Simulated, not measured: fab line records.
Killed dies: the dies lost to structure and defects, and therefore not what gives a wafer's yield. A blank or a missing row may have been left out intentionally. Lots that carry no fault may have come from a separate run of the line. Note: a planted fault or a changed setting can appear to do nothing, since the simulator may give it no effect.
fab line records	flow nand-harc
record lots=14	wafers=42	last-day=24
route steps=1159 shown P_M2@350 P_BONDPAD@371
lots untouched by any fault: they come from a run of this same line in which no faults occurred
start-h: start of the lot's first displayed wafer, in hours after the record's first day	wait-h: how many hours have passed since the lot's step before this one	" the same as in the row above	L1.1+2: several wafers, shown together as one row	- no value, or no start given	* or withheld: withheld	< > ~ a bound
route shown NAME@n: NAME is a module with steps in the file, n the number in the route of the first one	usual: the fault-free wafers' mean and standard deviation	same: alike in all rows	chamber/n: place in a boat	sites: per-site readings	_std_site: how widely they spread, as a standard deviation	_edge_site: outer sites' mean less inner sites'	radius-mm: how far each site lies from the wafer's centre	mask NAME#n: copy n	behind: the most recent tool/chamber to have shaped the wafer	hold: the reason the lot was held/the length of the hold in hours/how it ended	device: transistor that didn't switch, given as n, p or np	end of line: the same wafers' tests at the end of the route	where a step has no rows: the recipe by itself	killed: not the wafer's yield, but the dies lost to structure and defects at the first sort	map: dies across one wafer; x = killed, . = not, _ = none there
set.NAME: the setting the step ran with; set.NAME@STEP: the setting that earlier step ran with	model.NAME: the simulator's own value behind a step, which no gauge read
steps of the route over a sample of lots; a table a step, a row a wafer
services: a tool's chamber out of use, with start hour (start-h, from the record's first day; less than 0 if before it), hours out, and reason
## steps
# step NHARC_P_M2_DEP_33
# recipe target-thk-a=300	temp-c=370	target-thk-nm=30	pressure-torr=3	flow-sccm=200	rf-w=450	material=SiCN
# usual heater-power-w=574/73	showerhead-vpp-V=1308/43
lot.wafer	tool	chamber	start-h	wait-h	heater-power-w	showerhead-vpp-V	since-wet-clean-h
L501.3	pecvd-01	2	122.41	0.1	589	1314	53
L501.1	"	0	"	"	699	1275	53
L501.5	"	1	"	"	576	1257	-
L504.3	pecvd-01	2	137.77	0.1	589	1311	69
L504.4	"	2	"	"	604	1337	-
L504.6	"	1	"	"	498	1253	-
L505.2	pecvd-02	1	147.76	0.1	432	1329	163
L505.3	"	0	"	"	531	1299	163
L505.6	"	2	"	"	493	1251	-
L506.3	pecvd-02	2	148.29	0.1	505	1263	163
L506.2	"	0	"	"	547	1312	163
L506.6	"	2	"	"	525	1254	-
L507.1	pecvd-01	0	165.55	0.1	657	1251	97
L507.3	"	1	"	"	507	1255	97
L507.5	"	1	"	"	514	1256	-
L508.3	pecvd-03	1	166.91	0.1	557	1374	43
L508.2	"	0	"	"	528	1368	43
L508.4	"	0	"	"	539	1397	-
L509.3	pecvd-02	2	174.69	0.1	459	1268	9
L509.2	"	0	"	"	567	1316	9
L509.5	"	1	"	"	462	1301	-
L510.1	pecvd-01	1	192.67	0.1	625	1246	124
L510.5	"	2	"	"	602	1324	-
L510.6	"	1	"	"	600	1277	-
L512.1	pecvd-01	1	201.04	0.1	573	1246	132
L512.3	"	2	"	"	503	1308	132
L512.4	"	1	"	"	587	1272	-
L511.2	pecvd-01	0	206.02	0.1	718	1261	137
L511.3	"	2	"	"	591	1339	137
L511.5	"	1	"	"	588	1251	-
L515.1	pecvd-02	1	206.66	0.1	414	1284	41
L515.6	"	1	"	"	426	1308	-
L515.5	"	0	"	"	498	1323	-
L513.3	pecvd-03	2	208.26	0.1	620	1324	84
L513.6	"	2	"	"	624	1288	-
L513.5	"	0	"	"	562	1361	-
L524.2	pecvd-03	2	258.76	0.1	705	1294	135
L524.3	"	1	"	"	542	1387	135
L524.6	"	1	"	"	548	1374	-
L523.3	pecvd-01	2	259.34	0.1	594	1331	9
L523.1	"	1	"	"	587	1258	9
L523.4	"	0	"	"	691	1279	-
# step NHARC_P_BONDPAD_STRIP_15
# recipe o2-flow-sccm=500	ar-flow-sccm=0	bias-w=0	chemistry=O2
# usual drypump-motor-current-A=5.9/0.42	oes-product-au=0.995/0.014	rf-vpp-V=57.7/0.8	showerhead-plenum-p-Torr=3.54/0.17	throttle-valve-pct=17.037/0.0094
lot.wafer	tool	chamber	start-h	wait-h	drypump-motor-current-A	oes-product-au	rf-hours-counter-h	rf-vpp-V	showerhead-plenum-p-Torr	throttle-valve-pct
L501.3	rie-diel-02	3	124.82	0.1	6.0	1.028	13	58.4	3.69	17.052
L501.1	"	0	"	"	5.3	0.976	15	58.3	3.66	17.042
L501.5	"	3	"	"	6.1	1.032	-	57.6	3.69	17.031
L504.3	rie-diel-02	0	140.04	0.1	5.3	0.979	16	58.7	3.66	17.051
L504.4	"	3	"	"	6.0	1.025	15	58.4	3.69	17.024
L504.6	"	0	"	"	5.3	0.980	-	58.0	3.66	17.035
L505.2	rie-diel-02	0	150.05	0.1	5.3	0.975	17	56.8	3.66	17.038
L505.3	"	3	"	"	6.0	1.018	16	57.3	3.69	17.026
L505.6	"	1	"	"	6.5	1.011	-	59.5	3.30	17.027
L506.2	rie-diel-02	0	150.66	0.1	5.3	0.980	17	56.6	3.66	17.048
L506.3	"	2	"	"	5.9	0.984	18	57.7	3.36	17.028
L506.6	"	1	"	"	6.5	1.009	-	57.2	3.30	17.035
L507.3	rie-diel-02	0	167.71	0.1	5.2	0.968	0	58.8	3.66	17.032
L507.1	"	1	"	"	6.5	0.993	0	57.5	3.30	17.038
L507.5	"	3	"	"	6.0	0.995	-	58.4	3.69	17.025
L508.2	rie-diel-02	3	169.15	0.1	6.1	1.005	1	59.4	3.69	17.025
L508.4	"	0	"	"	5.3	0.965	1	58.3	3.66	17.040
L508.3	"	1	"	"	6.5	0.993	1	57.3	3.30	17.040
L509.3	rie-diel-02	1	176.76	0.1	6.5	0.991	1	57.5	3.30	17.051
L509.2	"	2	"	"	5.9	0.993	1	56.2	3.36	17.036
L509.5	"	0	"	"	5.3	0.971	-	56.7	3.66	17.036
L510.1	rie-diel-02	2	194.83	0.1	5.9	0.992	2	58.1	3.35	17.034
L510.5	"	2	"	"	5.9	0.984	-	56.0	3.35	17.042
L510.6	"	0	"	"	5.3	0.971	-	58.5	3.65	17.040
L512.3	rie-diel-02	3	203.41	0.1	6.0	0.996	4	58.6	3.69	17.033
L512.1	"	2	"	"	5.9	0.995	3	57.7	3.35	17.029
L512.4	"	3	"	"	6.0	1.009	-	56.6	3.69	17.041
L511.2	rie-diel-13	2	208.30	0.1	6.0	1.002	36	59.4	3.72	17.034
L511.3	"	0	"	"	5.6	0.989	40	57.0	3.78	17.044
L511.5	"	3	"	"	5.6	1.022	-	57.8	3.72	17.032
L515.1	rie-diel-02	0	209.05	0.1	5.3	0.991	5	57.7	3.65	17.052
L515.6	"	0	"	"	5.3	0.991	-	59.0	3.65	17.042
L515.5	"	2	"	"	5.9	1.007	-	58.0	3.35	17.042
L513.3	rie-diel-02	0	210.56	0.1	5.3	0.982	5	58.9	3.65	17.037
L513.6	"	3	"	"	6.0	1.003	-	58.9	3.69	17.033
L513.5	"	0	"	"	5.3	0.987	-	56.8	3.65	17.035
L524.3	rie-diel-02	1	260.89	0.1	6.5	0.990	6	56.7	3.30	17.044
L524.2	"	2	"	"	5.9	0.996	10	57.7	3.35	17.024
L524.6	"	1	"	"	6.5	0.988	-	56.6	3.30	17.040
L523.3	rie-diel-13	3	261.60	0.1	5.6	1.007	54	57.6	3.71	17.032
L523.4	"	0	"	"	5.6	0.992	62	57.7	3.77	17.054
L523.1	"	2	"	"	6.0	1.013	55	56.4	3.71	17.053
# step NHARC_P_BONDPAD_PRE_CLEAN_26
# recipe time-s=30	temp-c=280	gas=H2/He
# usual heater-power-w=401/27
lot.wafer	tool	chamber	start-h	wait-h	heater-power-w
L501.1	pvd-sputter-01	-	-	-	395
L501.3	"	-	"	"	405
L501.5	"	-	"	"	397
L504.4	pvd-sputter-01	-	-	-	400
L504.3	"	-	"	"	438
L504.6	"	-	"	"	391
L505.3	pvd-sputter-01	-	-	-	447
L505.2	"	-	"	"	369
L505.6	"	-	"	"	371
L506.2	pvd-sputter-03	-	-	-	383
L506.3	"	-	"	"	358
L506.6	"	-	"	"	448
L507.1	pvd-sputter-03	-	-	-	434
L507.3	"	-	"	"	390
L507.5	"	-	"	"	381
L508.2	pvd-sputter-03	-	-	-	438
L508.3	"	-	"	"	364
L508.4	"	-	"	"	387
L509.3	pvd-sputter-02	-	-	-	380
L509.2	"	-	"	"	394
L509.5	"	-	"	"	373
L510.1	pvd-sputter-03	-	-	-	386
L510.5	"	-	"	"	445
L510.6	"	-	"	"	387
L512.4	pvd-sputter-03	-	-	-	446
L512.3	"	-	"	"	388
L512.1	"	-	"	"	368
L511.3	pvd-sputter-03	-	-	-	390
L511.2	"	-	"	"	385
L511.5	"	-	"	"	369
L515.1	pvd-sputter-03	-	-	-	379
L515.5	"	-	"	"	468
L515.6	"	-	"	"	389
L513.3	pvd-sputter-01	-	-	-	396
L513.5	"	-	"	"	420
L513.6	"	-	"	"	440
L524.2	pvd-sputter-02	-	-	-	397
L524.3	"	-	"	"	401
L524.6	"	-	"	"	403
L523.1	pvd-sputter-03	-	-	-	377
L523.3	"	-	"	"	449
L523.4	"	-	"	"	378
# step NHARC_P_BONDPAD_PVD_17
# recipe target-thk-a=50	bias-v=168.6	power-w=15000	chamber-pressure-pa=0.12	time-s=8.06	substrate-temp-c=50	material=TaN
# usual bias-v=168.5/1.6	cathode-dc-power-W=15000/2.8	throttle-valve-pct=29.9/1.1
lot.wafer	tool	chamber	start-h	wait-h	bias-v	cathode-dc-power-W	throttle-valve-pct
L501.3	pvd-sputter-01	-	125.52	-	172.9	15000	27.8
L501.1	"	-	"	"	168.3	14996	30.7
L501.5	"	-	"	"	168.1	15001	30.7
L504.3	pvd-sputter-01	-	140.70	-	167.4	15001	30.2
L504.4	"	-	"	"	170.9	15002	27.7
L504.6	"	-	"	"	168.3	15000	30.4
L505.3	pvd-sputter-01	-	150.71	-	166.1	14999	31.2
L505.2	"	-	"	"	169.3	14998	28.9
L505.6	"	-	"	"	170.0	15001	30.2
L506.2	pvd-sputter-03	-	151.34	-	170.0	15005	29.0
L506.3	"	-	"	"	169.6	14997	30.0
L506.6	"	-	"	"	167.6	14999	29.3
L507.3	pvd-sputter-03	-	168.34	-	166.8	14999	29.1
L507.1	"	-	"	"	168.8	15002	31.8
L507.5	"	-	"	"	167.6	15002	31.2
L508.3	pvd-sputter-03	-	169.81	-	168.5	15007	31.3
L508.2	"	-	"	"	170.3	15001	28.6
L508.4	"	-	"	"	168.2	14998	30.0
L509.2	pvd-sputter-02	-	177.39	-	168.9	14998	29.5
L509.3	"	-	"	"	169.6	14996	31.9
L509.5	"	-	"	"	168.2	15001	29.5
L510.1	pvd-sputter-03	-	195.54	-	170.9	14995	31.3
L510.6	"	-	"	"	168.0	15000	31.5
L510.5	"	-	"	"	168.1	14998	29.0
L512.1	pvd-sputter-03	-	204.13	-	169.5	15000	29.1
L512.4	"	-	"	"	172.4	14998	31.7
L512.3	"	-	"	"	168.4	15001	29.1
L511.2	pvd-sputter-03	-	208.98	-	170.4	15002	30.5
L511.3	"	-	"	"	169.1	15007	31.4
L511.5	"	-	"	"	167.3	14999	29.0
L515.1	pvd-sputter-03	-	209.83	-	-	-	-
L515.6	"	-	"	"	-	-	-
L515.5	"	-	"	"	-	-	-
L513.3	pvd-sputter-01	-	211.29	-	-	-	-
L513.6	"	-	"	"	-	-	-
L513.5	"	-	"	"	-	-	-
L524.2	pvd-sputter-02	-	261.57	-	166.8	14995	32.5
L524.3	"	-	"	"	169.5	14999	30.6
L524.6	"	-	"	"	167.3	15002	32.8
L523.1	pvd-sputter-03	-	262.26	-	168.5	15000	30.3
L523.4	"	-	"	"	170.5	15003	31.7
L523.3	"	-	"	"	167.0	15002	28.9
## services
tool	chamber	start-h	hours	kind
rie-diel-13	-	99.19	9.0	pm
pvd-sputter-03	-	102.00	10.0	pm
rie-diel-02	3	105.27	8.2	repair
rie-diel-02	0	105.34	-	clean
rie-diel-02	1	105.34	-	clean
rie-diel-02	2	105.34	-	clean
pecvd-03	-	111.00	13.0	pm
rie-diel-02	0	129.84	-	clean
rie-diel-02	1	129.84	-	clean
rie-diel-02	2	129.84	-	clean
rie-diel-02	3	129.84	-	clean
pecvd-03	1	149.42	10.9	repair
rie-diel-02	0	150.75	9.0	vent-cycle
rie-diel-02	2	150.75	9.0	vent-cycle
pecvd-02	-	153.00	13.0	pm
pvd-sputter-01	-	158.00	10.0	pm
pvd-sputter-02	-	161.85	10.6	repair
pecvd-01	-	162.90	1.1	repair
rie-diel-02	1	179.52	36.8	repair
rie-diel-02	2	187.59	2.4	repair
rie-diel-13	3	208.98	7.4	repair
pvd-sputter-02	-	214.03	10.0	pm
rie-diel-02	-	220.89	0.9	repair
pecvd-01	-	237.23	13.0	pm
## key
first-sign step=NHARC_P_BONDPAD_PVD_17	reading=tool-record	direction=missing
effect none on later readings
met-at NHARC_P_BONDPAD_PVD_17
struck-lots L513,L515
later-rows-left-out L513.3,L513.5,L513.6,L515.1,L515.5,L515.6
sort-left-out L513.3,L513.5,L513.6,L515.1,L515.5,L515.6
not-acting-at NHARC_P_M2_DEP_33,NHARC_P_BONDPAD_STRIP_15,NHARC_P_BONDPAD_PRE_CLEAN_26
onset-between 208.98 209.83
fault kind=skipped-step-whole	tool=pvd-sputter-01,pvd-sputter-03	chamber=-	onset-h=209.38	steps=NHARC_P_BONDPAD_PVD_17	scope=struck-lots-only
# sort-left-out: the simulated sort isn't trusted on such a fault, so these wafers' sort isn't shown, and their yield isn't known
# later-rows-left-out: the simulator's readings of these wafers behind a module that went badly wrong aren't trusted and aren't shown, but for the sort
